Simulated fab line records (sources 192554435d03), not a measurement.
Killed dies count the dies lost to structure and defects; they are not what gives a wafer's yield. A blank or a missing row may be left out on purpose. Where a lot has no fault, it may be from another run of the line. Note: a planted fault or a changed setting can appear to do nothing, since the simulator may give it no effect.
What tool caused it? :: flow n5-finfet :: 30 wafers from 10 lots sampled at 4 of the route's 1938 steps

== WHAT THE GAUGES SHOWED, per wafer ==
N5_PASSIVATION_CD_MEAS_10: the cd target is 3000 nm. Usual: cd-nm reads 2999.7 nm (standard deviation 2.5).
lot: L492
measured: day 12 13:50
on: cd-sem-02
cd-nm (nm): 2997.5 2997.8 2999.3
flag: 

lot: L494
measured: day 13 02:16
on: cd-sem-01
cd-nm (nm): 2999.2 3003.2 3004.0
flag: 

lot: L495
measured: day 13 06:15
on: cd-sem-01
cd-nm (nm): 3001.4 2998.9 3000.7
flag: 

lot: L496
measured: day 13 13:46
on: cd-sem-02
cd-nm (nm): 2999.3 2997.9 2996.1
flag: 

lot: L507
measured: day 16 10:31
on: cd-sem-02
cd-nm (nm): 3001.1 2998.5 2999.4
flag: 

lot: L505
measured: day 16 10:41
on: cd-sem-01
cd-nm (nm): 3003.5 2998.1 3002.0
flag: 

lot: L509
measured: day 16 15:22
on: cd-sem-01
cd-nm (nm): 2999.2 3003.4 3003.7
flag: 

lot: L512
measured: day 17 06:45
on: cd-sem-03
cd-nm (nm): 2998.9 2998.8 3000.4
flag: 

lot: L513
measured: day 17 21:22
on: cd-sem-01
cd-nm (nm): 3000.5 2998.3 2997.8
flag: 

lot: L515
measured: day 18 15:15
on: cd-sem-01
cd-nm (nm): 3000.6 2998.4 2996.1
flag: 

N5_PASSIVATION_CD_MEAS_30: the cd target is 4000 nm. Usual: cd-nm reads 3999.6 nm (standard deviation 1.7).
lot: L492
measured: day 12 15:29
on: cd-sem-03
cd-nm (nm): 3999.7 3999.9 4000.2
flag: 

lot: L494
measured: day 13 03:54
on: cd-sem-03
cd-nm (nm): 3997.8 4001.0 4000.7
flag: 

lot: L495
measured: day 13 09:41
on: cd-sem-02
cd-nm (nm): 3997.9 4004.8 4000.1
flag: 

lot: L496
measured: day 13 15:56
on: cd-sem-02
cd-nm (nm): 4000.4 3998.4 3996.4
flag: 

lot: L507
measured: day 16 12:31
on: cd-sem-02
cd-nm (nm): 3990.3 3991.5 3990.0
flag: OFF

lot: L505
measured: day 16 12:32
on: cd-sem-03
cd-nm (nm): 3987.4 3988.8 3986.9
flag: OFF

lot: L509
measured: day 16 17:07
on: cd-sem-02
cd-nm (nm): 3999.5 4000.7 3997.6
flag: 

lot: L512
measured: day 17 08:38
on: cd-sem-02
cd-nm (nm): 4002.5 4001.4 4003.4
flag: 

lot: L513
measured: day 17 23:13
on: cd-sem-03
cd-nm (nm): 3993.9 3998.9 3997.7
flag: 

lot: L515
measured: day 18 17:15
on: cd-sem-01
cd-nm (nm): 3998.7 3996.3 4000.0
flag: 

== TOOL THAT RAN EACH LOT (tool first, then ch and the chambers of the sampled wafers, then the start) ==
lot: L492
N5_PASSIVATION_STRIP_14: rie-diel-01 ch 0,2, day 12 14:18
N5_PASSIVATION_EXPOSE_27: krf-scanner-01 ch 0, day 12 15:19

lot: L494
N5_PASSIVATION_STRIP_14: rie-diel-04 ch 0,2, day 13 02:42
N5_PASSIVATION_EXPOSE_27: krf-scanner-01 ch 0, day 13 03:44

lot: L495
N5_PASSIVATION_STRIP_14: rie-diel-04 ch 0,2,3, day 13 06:58
N5_PASSIVATION_EXPOSE_27: krf-scanner-01 ch 0, day 13 09:31

lot: L496
N5_PASSIVATION_STRIP_14: rie-diel-06 ch 2,3, day 13 14:12
N5_PASSIVATION_EXPOSE_27: krf-scanner-02 ch 0, day 13 15:46

lot: L507
N5_PASSIVATION_STRIP_14: rie-diel-06 ch 1,2,3, day 16 11:23
N5_PASSIVATION_EXPOSE_27: krf-scanner-01 ch 0, day 16 12:20

lot: L505
N5_PASSIVATION_STRIP_14: rie-diel-04 ch 0,2, day 16 11:26
N5_PASSIVATION_EXPOSE_27: krf-scanner-01 ch 0, day 16 12:22

lot: L509
N5_PASSIVATION_STRIP_14: rie-diel-06 ch 2,3, day 16 15:49
N5_PASSIVATION_EXPOSE_27: krf-scanner-02 ch 0, day 16 16:57

lot: L512
N5_PASSIVATION_STRIP_14: rie-diel-01 ch 0,1,2, day 17 07:20
N5_PASSIVATION_EXPOSE_27: krf-scanner-02 ch 0, day 17 08:27

lot: L513
N5_PASSIVATION_STRIP_14: rie-diel-06 ch 0,1,3, day 17 21:48
N5_PASSIVATION_EXPOSE_27: krf-scanner-02 ch 0, day 17 23:02

lot: L515
N5_PASSIVATION_STRIP_14: rie-diel-04 ch 1,3, day 18 15:41
N5_PASSIVATION_EXPOSE_27: krf-scanner-02 ch 0, day 18 17:04
- N5_PASSIVATION_STRIP_14: strips in O2.
- N5_PASSIVATION_EXPOSE_27: exposes mask PAD, defocus 0 nm.

== AS READ BY THE TOOLS THEMSELVES (means over the sampled wafers that have a number; for cases with no such wafer, the mark the record gives instead) ==
N5_PASSIVATION_STRIP_14. Usual: drypump-motor-current-A 5.7 A, standard deviation 0.45; oes-product-au 0.81 a.u., standard deviation 0.089; rf-vpp-V 3.6 V, standard deviation 0.86; showerhead-plenum-p-Torr 2.10 Torr, standard deviation 0.086; throttle-valve-pct 16.63 %, standard deviation 0.25.
lot: L492
tool: rie-diel-01
drypump-motor-current-A (A): 5.8
oes-product-au (a.u.): 0.71
rf-vpp-V (V): 3.1
showerhead-plenum-p-Torr (Torr): 2.04
throttle-valve-pct (%): 16.92
flag: 

lot: L494
tool: rie-diel-04
drypump-motor-current-A (A): 5.5
oes-product-au (a.u.): 0.76
rf-vpp-V (V): 3.0
showerhead-plenum-p-Torr (Torr): 2.16
throttle-valve-pct (%): 16.78
flag: 

lot: L495
tool: rie-diel-04
drypump-motor-current-A (A): 5.7
oes-product-au (a.u.): 0.81
rf-vpp-V (V): 3.7
showerhead-plenum-p-Torr (Torr): 2.14
throttle-valve-pct (%): 16.56
flag: 

lot: L496
tool: rie-diel-06
drypump-motor-current-A (A): 5.3
oes-product-au (a.u.): 0.87
rf-vpp-V (V): 3.7
showerhead-plenum-p-Torr (Torr): 2.16
throttle-valve-pct (%): 16.50
flag: 

lot: L507
tool: rie-diel-06
drypump-motor-current-A (A): 5.5
oes-product-au (a.u.): 0.81
rf-vpp-V (V): 3.7
showerhead-plenum-p-Torr (Torr): 2.05
throttle-valve-pct (%): 16.52
flag: 

lot: L505
tool: rie-diel-04
drypump-motor-current-A (A): 5.5
oes-product-au (a.u.): 0.73
rf-vpp-V (V): 3.4
showerhead-plenum-p-Torr (Torr): 2.15
throttle-valve-pct (%): 16.88
flag: 

lot: L509
tool: rie-diel-06
drypump-motor-current-A (A): 5.3
oes-product-au (a.u.): 0.84
rf-vpp-V (V): 4.1
showerhead-plenum-p-Torr (Torr): 2.16
throttle-valve-pct (%): 16.54
flag: 

lot: L512
tool: rie-diel-01
drypump-motor-current-A (A): 5.9
oes-product-au (a.u.): 0.79
rf-vpp-V (V): 3.0
showerhead-plenum-p-Torr (Torr): 2.15
throttle-valve-pct (%): 16.81
flag: 

lot: L513
tool: rie-diel-06
drypump-motor-current-A (A): 5.8
oes-product-au (a.u.): 0.84
rf-vpp-V (V): 4.1
showerhead-plenum-p-Torr (Torr): 2.04
throttle-valve-pct (%): 16.58
flag: 

lot: L515
tool: rie-diel-04
drypump-motor-current-A (A): 5.8
oes-product-au (a.u.): 0.86
rf-vpp-V (V): 3.3
showerhead-plenum-p-Torr (Torr): 2.12
throttle-valve-pct (%): 16.45
flag: 

N5_PASSIVATION_EXPOSE_27. Usual: exposure-dose-mJ-cm2 32.30, standard deviation 0.033; focus-offset-nm 0.1 nm, standard deviation 0.52.
lot: L492
tool: krf-scanner-01
exposure-dose-mJ-cm2: 32.36
focus-offset-nm (nm): -0.3
flag: 

lot: L494
tool: krf-scanner-01
exposure-dose-mJ-cm2: 32.32
focus-offset-nm (nm): 0.5
flag: 

lot: L495
tool: krf-scanner-01
exposure-dose-mJ-cm2: 32.34
focus-offset-nm (nm): -0.7
flag: 

lot: L496
tool: krf-scanner-02
exposure-dose-mJ-cm2: 32.33
focus-offset-nm (nm): 0.3
flag: 

lot: L507
tool: krf-scanner-01
exposure-dose-mJ-cm2: 30.46
focus-offset-nm (nm): 0.3
flag: OFF

lot: L505
tool: krf-scanner-01
exposure-dose-mJ-cm2: 30.47
focus-offset-nm (nm): -0.2
flag: OFF

lot: L509
tool: krf-scanner-02
exposure-dose-mJ-cm2: 32.28
focus-offset-nm (nm): 0.1
flag: 

lot: L512
tool: krf-scanner-02
exposure-dose-mJ-cm2: 32.35
focus-offset-nm (nm): 0.5
flag: 

lot: L513
tool: krf-scanner-02
exposure-dose-mJ-cm2: 32.32
focus-offset-nm (nm): -0.3
flag: 

lot: L515
tool: krf-scanner-02
exposure-dose-mJ-cm2: 32.28
focus-offset-nm (nm): -0.1
flag: 

== THE ANSWER, worked out from the rows above alone ==
Rule: a lot is off if the mean of its wafers that have a number lies more than 3 standard deviations from the usual mean. Also off: a lot with no number at a reading for which 4 or more lots have one. Any other lot the step has rows for is counted as sound. First the gauges in route order, then the tools' own readings, where a lot's mean is used as printed above. The first step at which some lot is off is used, and at that step the reading that is off furthest; a lot without a number counts as furthest.
Off: L507, L505, at N5_PASSIVATION_CD_MEAS_30 (cd-nm).
If a tool, at a process step before that reading, ran all the lots that are off and no sound lot after the first of them, it fits. Not tried: the gauges at N5_PASSIVATION_CD_MEAS_30; whatever is off there is also off at N5_PASSIVATION_EXPOSE_27, on other tools, and gauge error can't account for it. One fits: krf-scanner-01 at N5_PASSIVATION_EXPOSE_27. A fault onset in the window from L495 (day 13 09:31, its last sound lot) to L507 (day 16 12:20, its first lot off) fits.
On the lots that are off, the tool's own readings at N5_PASSIVATION_EXPOSE_27 differ by more than 5 times the standard deviation of the sound lots' means, which bears it out; exposure-dose-mJ-cm2 reads 30.46 there versus 32.32 on the sound lots.

== WHAT HAD BEEN PUT IN BY THE SIMULATOR ==
Drift in process parameters on krf-scanner-01 at N5_PASSIVATION_EXPOSE_27, starting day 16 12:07. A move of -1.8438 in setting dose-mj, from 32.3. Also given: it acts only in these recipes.
Lots struck among those shown: L507, L505. This agrees with what the rule above found.
